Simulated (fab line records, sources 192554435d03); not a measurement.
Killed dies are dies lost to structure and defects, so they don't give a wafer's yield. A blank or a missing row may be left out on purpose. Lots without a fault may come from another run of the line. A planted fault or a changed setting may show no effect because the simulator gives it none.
Which tool did it? | flow n5_finfet | 24 lots, 72 wafers sampled, at 5 steps of a route of 1938

WHAT THE GAUGES READ, wafer by wafer
N5_BEOL_M3_OVL_MEAS_12. Usual: M3_OVL -0.3 nm, standard deviation 0.84.
lot  | measured     | on         | M3_OVL (nm)    | flag
L075 | day 7 06:24  | overlay-02 | 0.4 0.8 1.4    |
L074 | day 7 10:29  | overlay-02 | -0.4 1.2 -0.2  |
L076 | day 7 14:08  | overlay-02 | 0.3 0.0 0.9    |
L077 | day 8 02:29  | overlay-01 | -1.1 -0.7 -2.2 |
L078 | day 8 02:55  | overlay-02 | 0.0 -0.2 0.3   |
L079 | day 8 10:21  | overlay-01 | -1.1 -1.9 -2.0 |
L080 | day 8 16:00  | overlay-02 | -0.3 -0.7 -1.3 |
L081 | day 9 05:50  | overlay-01 | -0.2 0.5 0.5   |
L082 | day 9 05:53  | overlay-02 | -0.4 0.7 0.2   |
L083 | day 9 10:37  | overlay-02 | -1.5 -2.1 -0.5 |
L084 | day 9 14:27  | overlay-01 | 0.0 -0.3 -0.7  |
L085 | day 9 18:09  | overlay-01 | -0.5 -0.2 -0.4 |
L086 | day 10 11:34 | overlay-02 | -0.4 0.8 -0.9  |
L088 | day 10 11:43 | overlay-02 | -1.2 -0.7 -0.2 |
L087 | day 10 11:46 | overlay-01 | -0.2 -0.4 -0.5 |
L091 | day 10 22:25 | overlay-01 | 0.5 0.5 -0.3   |
L089 | day 10 22:39 | overlay-02 | -1.4 -1.0 -1.2 |
L090 | day 11 01:43 | overlay-01 | -1.1 0.6 0.1   |
L092 | day 11 08:31 | overlay-02 | -1.5 -0.9 -1.2 |
L093 | day 11 15:31 | overlay-02 | -1.3 -0.6 -1.1 |
L094 | day 11 18:51 | overlay-01 | 0.9 1.0 1.2    |
L095 | day 12 11:10 | overlay-02 | -0.6 0.3 0.4   |
L097 | day 12 22:16 | overlay-02 | 0.5 0.6 0.6    |
L096 | day 13 02:59 | overlay-02 | 1.7 1.0 1.1    |

N5_BEOL_M3_INSPECT_59: inspects for defects (darkfield). Usual: raw_defect_count 68, standard deviation 22.
lot  | measured     | on                | raw_defect_count | flag
L075 | day 8 03:08  | defect_inspect-02 | 57 59 53         |
L074 | day 7 19:35  | defect_inspect-01 | 40 45 38         |
L076 | day 8 01:14  | defect_inspect-01 | 70 59 34         |
L077 | day 8 10:22  | defect_inspect-01 | 85 64 91         |
L078 | day 8 12:53  | defect_inspect-01 | 100 66 70        |
L079 | day 8 21:32  | defect_inspect-01 | 48 59 59         |
L080 | day 9 02:41  | defect_inspect-02 | 118 86 105       |
L081 | day 9 18:03  | defect_inspect-02 | 56 72 58         |
L082 | day 9 19:53  | defect_inspect-02 | 77 70 98         |
L083 | day 9 18:32  | defect_inspect-02 | 69 104 58        |
L084 | day 10 02:00 | defect_inspect-02 | 62 56 64         |
L085 | day 10 05:49 | defect_inspect-02 | 51 46 41         |
L086 | day 10 18:32 | defect_inspect-02 | 47 71 63         |
L088 | day 10 20:40 | defect_inspect-02 | 88 63 66         |
L087 | day 11 04:05 | defect_inspect-02 | 49 91 75         |
L091 | day 11 06:27 | defect_inspect-02 | 45 54 42         |
L089 | day 11 11:14 | defect_inspect-02 | 76 76 58         |
L090 | day 11 09:24 | defect_inspect-02 | 35 41 29         |
L092 | day 11 19:05 | defect_inspect-02 | 74 80 80         |
L093 | day 12 07:24 | defect_inspect-02 | 99 68 86         |
L094 | day 12 15:32 | defect_inspect-01 | 70 119 92        |
L095 | day 12 18:22 | defect_inspect-01 | 71 55 87         |
L097 | day 13 05:39 | defect_inspect-01 | 63 74 55         |
L096 | day 13 14:11 | defect_inspect-01 | 34 39 37         |

WHICH TOOL RAN EACH LOT (tool, then ch and the chambers of the sampled wafers, then the start)
lot  | N5_BEOL_M2_ANNEAL_87         | N5_BEOL_M3_STRIP_97                           | N5_BEOL_M3_SPUTTER_94
L075 | pvd_sputter-03, day 7 03:14  | rie_diel-01 ch 1,2, day 8 01:45 or earlier    | pvd_sputter-03, day 8 01:45
L074 | pvd_sputter-02, day 7 04:40  | rie_diel-04 ch 0,2,3, day 7 18:18 or earlier  | pvd_sputter-02, day 7 18:18
L076 | pvd_sputter-02, day 7 08:47  | rie_diel-04 ch 0,3, day 7 23:55 or earlier    | pvd_sputter-03, day 7 23:55
L077 | pvd_sputter-02, day 7 19:47  | rie_diel-04 ch 1,2,3, day 8 09:05 or earlier  | pvd_sputter-02, day 8 09:05
L078 | pvd_sputter-02, day 7 22:58  | rie_diel-05 ch 0,1,3, day 8 10:55 or earlier  | pvd_sputter-02, day 8 10:55
L079 | pvd_sputter-01, day 8 05:11  | rie_diel-04 ch 0,1,2, day 8 20:10 or earlier  | pvd_sputter-01, day 8 20:10
L080 | pvd_sputter-02, day 8 12:10  | rie_diel-05 ch 1,2, day 9 01:23 or earlier    | pvd_sputter-02, day 9 01:23
L081 | pvd_sputter-02, day 8 22:45  | rie_diel-01 ch 1,3, day 9 16:43 or earlier    | pvd_sputter-02, day 9 16:43
L082 | pvd_sputter-02, day 9 02:52  | rie_diel-05 ch 0,3, day 9 18:34 or earlier    | pvd_sputter-02, day 9 18:34
L083 | pvd_sputter-02, day 9 07:26  | rie_diel-04 ch 1,2, day 9 17:10 or earlier    | pvd_sputter-01, day 9 17:10
L084 | pvd_sputter-01, day 9 11:36  | rie_diel-05 ch 0,1,2, day 10 00:22 or earlier | pvd_sputter-02, day 10 00:22
L085 | pvd_sputter-01, day 9 13:26  | rie_diel-01 ch 1,2,3, day 10 04:30 or earlier | pvd_sputter-01, day 10 04:30
L086 | pvd_sputter-02, day 10 06:41 | rie_diel-04 ch 0,3, day 10 16:58 or earlier   | pvd_sputter-01, day 10 16:58
L088 | pvd_sputter-03, day 10 06:47 | rie_diel-01 ch 1,2, day 10 19:22 or earlier   | pvd_sputter-03, day 10 19:22
L087 | pvd_sputter-01, day 10 08:18 | rie_diel-05 ch 1,2, day 11 02:40 or earlier   | pvd_sputter-03, day 11 02:40
L091 | pvd_sputter-02, day 10 18:52 | rie_diel-01 ch 1,2,3, day 11 05:08 or earlier | pvd_sputter-01, day 11 05:08
L089 | pvd_sputter-01, day 10 19:06 | rie_diel-05 ch 1,2, day 11 09:57 or earlier   | pvd_sputter-03, day 11 09:57
L090 | pvd_sputter-03, day 10 20:39 | rie_diel-01 ch 1,2,3, day 11 08:07 or earlier | pvd_sputter-03, day 11 08:07
L092 | pvd_sputter-02, day 11 05:39 | rie_diel-01 ch 1,3, day 11 17:48 or earlier   | pvd_sputter-02, day 11 17:48
L093 | pvd_sputter-01, day 11 12:21 | rie_diel-04 ch 1,3, day 12 06:06 or earlier   | pvd_sputter-01, day 12 06:06
L094 | pvd_sputter-03, day 11 13:55 | rie_diel-05 ch 0,1,2, day 12 14:08 or earlier | pvd_sputter-01, day 12 14:08
L095 | pvd_sputter-03, day 12 05:44 | rie_diel-05 ch 0,1, day 12 17:04 or earlier   | pvd_sputter-02, day 12 17:04
L097 | pvd_sputter-01, day 12 19:23 | rie_diel-04 ch 0,1,3, day 13 04:21 or earlier | pvd_sputter-03, day 13 04:21
L096 | pvd_sputter-03, day 12 22:25 | rie_diel-01 ch 2,3, day 13 12:53 or earlier   | pvd_sputter-02, day 13 12:53
- N5_BEOL_M2_ANNEAL_87: time 240 s.
- N5_BEOL_M3_STRIP_97: strips in N2/H2, time 10 s.
- N5_BEOL_M3_SPUTTER_94: material Cu, target thk 4.5 nm, time 8.29 s.

WHAT THE TOOLS THEMSELVES READ (means of the sampled wafers that have a number; where no wafer has one, the mark that the record gives instead)
N5_BEOL_M2_ANNEAL_87. Usual: heater_power_w 806 W, standard deviation 98.
lot  | tool           | heater_power_w (W) | flag
L075 | pvd_sputter-03 | 814                |
L074 | pvd_sputter-02 | 904                |
L076 | pvd_sputter-02 | 816                |
L077 | pvd_sputter-02 | 830                |
L078 | pvd_sputter-02 | 850                |
L079 | pvd_sputter-01 | 842                |
L080 | pvd_sputter-02 | 701                |
L081 | pvd_sputter-02 | 936                |
L082 | pvd_sputter-02 | 839                |
L083 | pvd_sputter-02 | 811                |
L084 | pvd_sputter-01 | 804                |
L085 | pvd_sputter-01 | 821                |
L086 | pvd_sputter-02 | 836                |
L088 | pvd_sputter-03 | 850                |
L087 | pvd_sputter-01 | 827                |
L091 | pvd_sputter-02 | 927                |
L089 | pvd_sputter-01 | 818                |
L090 | pvd_sputter-03 | 829                |
L092 | pvd_sputter-02 | 921                |
L093 | pvd_sputter-01 | 811                |
L094 | pvd_sputter-03 | 829                |
L095 | pvd_sputter-03 | 876                |
L097 | pvd_sputter-01 | 802                |
L096 | pvd_sputter-03 | 841                |

N5_BEOL_M3_STRIP_97. Usual: drypump_motor_current_A 5.8 A, standard deviation 0.42; oes_product_au 0.81 a.u., standard deviation 0.072; rf_vpp_V 59.1 V, standard deviation 0.94; showerhead_plenum_p_Torr 2.54 Torr, standard deviation 0.096; throttle_valve_pct 23.57 %, standard deviation 0.26.
lot  | tool        | drypump_motor_current_A (A) | oes_product_au (a.u.) | rf_vpp_V (V) | showerhead_plenum_p_Torr (Torr) | throttle_valve_pct (%) | flag
L075 | rie_diel-01 | 5.6                         | 0.82                  | 59.2         | 2.46                            | 23.68                  |
L074 | rie_diel-04 | 5.4                         | 0.80                  | 58.5         | 2.53                            | 23.28                  |
L076 | rie_diel-04 | 5.5                         | 0.71                  | 58.7         | 2.43                            | 23.47                  |
L077 | rie_diel-04 | 5.7                         | 0.83                  | 58.8         | 2.59                            | 23.43                  |
L078 | rie_diel-05 | 6.1                         | 0.83                  | 59.4         | 2.55                            | 23.68                  |
L079 | rie_diel-04 | 5.5                         | 0.85                  | 59.3         | 2.63                            | 23.35                  |
L080 | rie_diel-05 | 5.6                         | 0.78                  | 59.4         | 2.53                            | 23.82                  |
L081 | rie_diel-01 | 6.1                         | 0.80                  | 58.7         | 2.51                            | 23.35                  |
L082 | rie_diel-05 | 6.1                         | 0.79                  | 59.7         | 2.61                            | 23.73                  |
L083 | rie_diel-04 | 5.8                         | 0.87                  | 59.3         | 2.69                            | 23.51                  |
L084 | rie_diel-05 | 5.8                         | 0.83                  | 59.6         | 2.54                            | 23.79                  |
L085 | rie_diel-01 | 5.8                         | 0.80                  | 59.5         | 2.48                            | 23.54                  |
L086 | rie_diel-04 | 5.5                         | 0.86                  | 59.1         | 2.63                            | 23.32                  |
L088 | rie_diel-01 | 6.0                         | 0.81                  | 58.8         | 2.46                            | 23.68                  |
L087 | rie_diel-05 | 5.6                         | 0.78                  | 58.8         | 2.53                            | 23.83                  |
L091 | rie_diel-01 | 5.8                         | 0.79                  | 59.2         | 2.48                            | 23.55                  |
L089 | rie_diel-05 | 5.6                         | 0.77                  | 58.9         | 2.53                            | 23.83                  |
L090 | rie_diel-01 | 5.8                         | 0.79                  | 59.1         | 2.48                            | 23.56                  |
L092 | rie_diel-01 | 6.1                         | 0.78                  | 58.5         | 2.50                            | 23.38                  |
L093 | rie_diel-04 | 5.7                         | 0.86                  | 60.1         | 2.68                            | 23.49                  |
L094 | rie_diel-05 | 5.8                         | 0.81                  | 59.0         | 2.53                            | 23.79                  |
L095 | rie_diel-05 | 6.0                         | 0.84                  | 59.3         | 2.54                            | 23.78                  |
L097 | rie_diel-04 | 5.5                         | 0.80                  | 59.1         | 2.62                            | 23.50                  |
L096 | rie_diel-01 | 5.5                         | 0.76                  | 58.9         | 2.46                            | 23.61                  |

N5_BEOL_M3_SPUTTER_94. Usual: throttle_valve_pct 30.1 %, standard deviation 0.64.
lot  | tool           | throttle_valve_pct (%) | flag
L075 | pvd_sputter-03 | 30.6                   |
L074 | pvd_sputter-02 | 30.1                   |
L076 | pvd_sputter-03 | 29.9                   |
L077 | pvd_sputter-02 | 30.3                   |
L078 | pvd_sputter-02 | 30.4                   |
L079 | pvd_sputter-01 | 30.3                   |
L080 | pvd_sputter-02 | 30.0                   |
L081 | pvd_sputter-02 | 29.8                   |
L082 | pvd_sputter-02 | 30.4                   |
L083 | pvd_sputter-01 | 29.8                   |
L084 | pvd_sputter-02 | 30.7                   |
L085 | pvd_sputter-01 | 30.4                   |
L086 | pvd_sputter-01 | 30.4                   |
L088 | pvd_sputter-03 | 29.8                   |
L087 | pvd_sputter-03 | 29.3                   |
L091 | pvd_sputter-01 | 30.1                   |
L089 | pvd_sputter-03 | 29.9                   |
L090 | pvd_sputter-03 | 29.5                   |
L092 | pvd_sputter-02 | 30.4                   |
L093 | pvd_sputter-01 | 30.3                   |
L094 | pvd_sputter-01 | 30.0                   |
L095 | pvd_sputter-02 | 30.1                   |
L097 | pvd_sputter-03 | 29.4                   |
L096 | pvd_sputter-02 | 29.6                   |

THE ANSWER, worked out from the rows above alone
Rule: a lot is off if the mean of its wafers that have a number lies more than 3 standard deviations from the usual mean. A lot without any number at a reading at which 4 lots or more have one is off too. The other lots that the step has rows for count as sound. The gauges are gone through in route order, then the tools' own readings, and for those a lot's mean is taken as printed above. The first step at which some lot is off is used, and at that step the reading that is off furthest; a lot without a number counts as furthest.
No lot is off at any reading shown: from this, nothing can be told.

WHAT THE SIMULATOR HAD PUT IN
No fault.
